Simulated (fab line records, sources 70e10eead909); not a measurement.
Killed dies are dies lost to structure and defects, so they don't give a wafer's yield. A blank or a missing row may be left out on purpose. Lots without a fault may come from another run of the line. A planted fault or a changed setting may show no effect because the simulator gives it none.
Chamber matching | flow nand_harc | NHARC_P_CONTACT_CMP_24 on cmp-01: 4 sister chambers
The step polishes, t overpolish 30 s, target thk 200 nm. 22 wafers are shown with their chamber, then 11 later ones without.

WAFERS WITH THEIR CHAMBER
wafer  | chamber | motor_current_A (A) | overpolish_run_s (s) | time_to_endpoint_s (s)
L074.3 | 2       | 12.3                | 30.006               | 40.7
L074.4 | 1       | 11.1                | 29.989               | 39.4
L074.5 | 2       | 12.8                | 30.005               | 40.5
L077.3 | 1       | 11.1                | 30.003               | 40.9
L077.5 | 0       | 15.1                | 30.001               | 40.3
L077.6 | 3       | 12.6                | 30.015               | 40.1
L082.2 | 3       | 13.3                | 29.984               | 42.4
L082.3 | 0       | 14.0                | 29.996               | 41.5
L082.4 | 2       | 13.3                | 29.988               | 39.6
L083.1 | 3       | 12.9                | 29.998               | 38.4
L083.2 | 1       | 11.2                | 29.985               | 40.8
L083.6 | 3       | 13.2                | 30.002               | 42.7
L085.2 | 2       | 13.1                | 30.002               | 38.0
L085.4 | 1       | 11.4                | 30.013               | 38.2
L085.6 | 2       | 12.5                | 30.009               | 42.8
L087.1 | 1       | 11.6                | 29.974               | 42.5
L087.2 | 2       | 12.6                | 30.000               | 42.7
L087.5 | 0       | 14.3                | 29.997               | 42.5
L090.1 | 1       | 11.1                | 30.005               | 41.7
L090.2 | 3       | 13.1                | 30.001               | 42.6
L090.5 | 0       | 14.1                | 30.000               | 40.9
L090.3 | 2       | 12.4                | 29.998               | 41.2

SIGNATURES (means of the wafers above)
reading            | chamber 0 | chamber 1 | chamber 2 | chamber 3 | scatter within a chamber
motor_current_A    | 14.375    | 11.250    | 12.714    | 13.020    | 0.341
overpolish_run_s   | 29.99850  | 29.99483  | 30.00114  | 30.00000  | 0.0102
time_to_endpoint_s | 41.300    | 40.583    | 40.786    | 41.240    | 1.61
Rule: a wafer's distance from a chamber is the root of the sum, over the readings, of the square of ((its reading less the chamber's mean) divided by the reading's scatter). The wafer belongs to the nearest chamber; if the next one is less than 2 further off, it can't be placed. The scatter: the root of (the sum of the squares of (reading less its chamber's mean) over the shown wafers, divided by (wafers less chambers)).

WAFERS WITHOUT THEIR CHAMBER
wafer  | motor_current_A (A) | overpolish_run_s (s) | time_to_endpoint_s (s)
L090.4 | 14.8                | 30.004               | 42.6
L090.6 | 13.4                | 30.005               | 40.2
L095.2 | 11.2                | 29.997               | 39.8
L095.3 | 12.8                | 29.992               | 37.4
L095.6 | 12.6                | 29.994               | 39.3
L096.1 | 11.8                | 29.984               | 38.9
L096.3 | 13.9                | 29.996               | 39.0
L096.4 | 12.6                | 29.996               | 39.7
L096.2 | 12.1                | 30.011               | 37.2
L096.5 | 14.2                | 29.997               | 41.5
L096.6 | 10.6                | 29.999               | 37.4

WHICH CHAMBER EACH WENT THROUGH
wafer  | from the rows above          | in truth
L090.4 | 0                            | 0
L090.6 | can't be placed: 3 or 2 or 0 | 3
L095.2 | 1                            | 1
L095.3 | can't be placed: 2 or 3      | 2
L095.6 | can't be placed: 2 or 3      | 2
L096.1 | can't be placed: 1 or 2 or 3 | 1
L096.3 | can't be placed: 0 or 3 or 2 | 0
L096.4 | can't be placed: 2 or 3      | 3
L096.2 | can't be placed: 2 or 1 or 3 | 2
L096.5 | 0                            | 0
L096.6 | 1                            | 1
Placed correctly: 4 of 11. Can't be placed from these rows: 7 (the true chamber is among the candidates in 7). Placed wrongly: 0.
